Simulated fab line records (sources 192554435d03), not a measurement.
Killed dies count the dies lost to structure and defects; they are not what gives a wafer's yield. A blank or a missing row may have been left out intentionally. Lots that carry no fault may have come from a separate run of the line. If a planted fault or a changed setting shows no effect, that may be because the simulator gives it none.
3 desks, one fault / flow n5-finfet / what lay behind the numbers comes last; until then each desk has only its own

## METROLOGY DESK
What the gauges read for every lot (on any tool): the sampled wafers with a number, averaged. Any lot whose mean is over 4 standard deviations away from the usual mean is out of limits and marked OUT; that distance is given in the brackets. Readings shown: 7 of its 12, picked as those furthest out on some lot.
Columns: A = cd-nm at N5_BEOL_M2_CD_MEAS_28, usual 26.24 nm; B = V1_OVL at N5_BEOL_M2_OVL_MEAS_29, usual 0.2 nm; C = DIBL_N at N5_BEOL_M4_RC_MEAS_101, usual 36.8 mV/V; D = IOFF_P at N5_BEOL_M4_RC_MEAS_101, usual 0.22 nA/um; E = ION_P at N5_BEOL_M4_RC_MEAS_101, usual 466 uA/um; F = SS_N at N5_BEOL_M4_RC_MEAS_101, usual 71.7 mV/dec; G = VT_P at N5_BEOL_M4_RC_MEAS_101, usual -250 mV
lot=L485; first seen here=day 6 13:30; A=26.25; B=-0.2; C=37.2; D=0.22; E=464; F=71.9; G=-249
lot=L486; first seen here=day 7 00:38; A=26.07; B=0.5; C=37.4; D=0.26; E=466; F=71.4; G=-246
lot=L491; first seen here=day 8 03:00; A=26.22; B=0.3; C=35.4; D=0.21; E=465; F=71.9; G=-249
lot=L492; first seen here=day 8 09:20; A=26.46; B=-0.6; C=37.6; D=0.23; E=480; F=71.3; G=-247
lot=L500; first seen here=day 10 04:38; A=26.36; B=-0.1; C=37.0; D=0.21; E=464; F=72.6; G=-251
lot=L502; first seen here=day 10 19:47; A=26.28; B=0.3; C=36.8; D=0.22; E=463; F=71.3; G=-250
This desk found nothing out of limits on any of the 6 lots.

## DESK OF THE TOOL OWNER: rie-diel-02
The tool's own readings at N5_BEOL_M2_ETCHBACK_99 (etches SiO2 in CHF3, target depth 5 nm, time 10.4 s): means of the sampled wafers that have a number, for each lot that ran on this tool. Any lot whose mean is over 4 standard deviations away from the usual mean is out of limits and marked OUT; that distance is given in the brackets.
Columns: A = CHF3_flow_sccm at N5_BEOL_M2_ETCHBACK_99, usual 12.00 sccm; B = bias-w at N5_BEOL_M2_ETCHBACK_99, usual 47.00 W; C = drypump-motor-current-A at N5_BEOL_M2_ETCHBACK_99, usual 5.7 A; D = oes-product-au at N5_BEOL_M2_ETCHBACK_99, usual 0.83 a.u.; E = rf-vpp-V at N5_BEOL_M2_ETCHBACK_99, usual 239 V; F = showerhead-plenum-p-Torr at N5_BEOL_M2_ETCHBACK_99, usual 2.16 Torr; G = throttle-valve-pct at N5_BEOL_M2_ETCHBACK_99, usual 17.06 %
lot=L486; first seen here=day 7 02:01; A=12.03; B=46.97; C=6.0; D=0.79; E=236; F=2.17; G=17.13
lot=L491; first seen here=day 8 04:35; A=12.03; B=46.86; C=6.0; D=1.03; E=241; F=2.15; G=16.95
lot=L492; first seen here=day 8 12:38; A=12.01; B=46.85; C=6.0; D=1.00; E=235; F=2.20; G=17.01
This desk found nothing out of limits on any of the 3 lots.

## THE DEFECT DESK
Lot by lot, what the route's inspections counted, given as the mean of those sampled wafers with a number. Any lot whose mean is over 4 standard deviations away from the usual mean is out of limits and marked OUT; that distance is given in the brackets.
Columns: A = raw-defect-count at N5_BEOL_M2_INSPECT_30, usual 392
lot=L485; first seen here=day 6 13:37; A=450
lot=L486; first seen here=day 7 00:44; A=290
lot=L491; first seen here=day 8 03:05; A=398
lot=L492; first seen here=day 8 09:26; A=279
lot=L500; first seen here=day 10 04:43; A=498
lot=L502; first seen here=day 10 19:53; A=348
This desk found nothing out of limits on any of the 6 lots.

## PUT TOGETHER
The metrology desk saw nothing out of limits.
The desk of the tool owner found nothing out of limits.
The defect desk saw nothing out of limits.

## WHAT THE SIMULATOR HAD PUT IN
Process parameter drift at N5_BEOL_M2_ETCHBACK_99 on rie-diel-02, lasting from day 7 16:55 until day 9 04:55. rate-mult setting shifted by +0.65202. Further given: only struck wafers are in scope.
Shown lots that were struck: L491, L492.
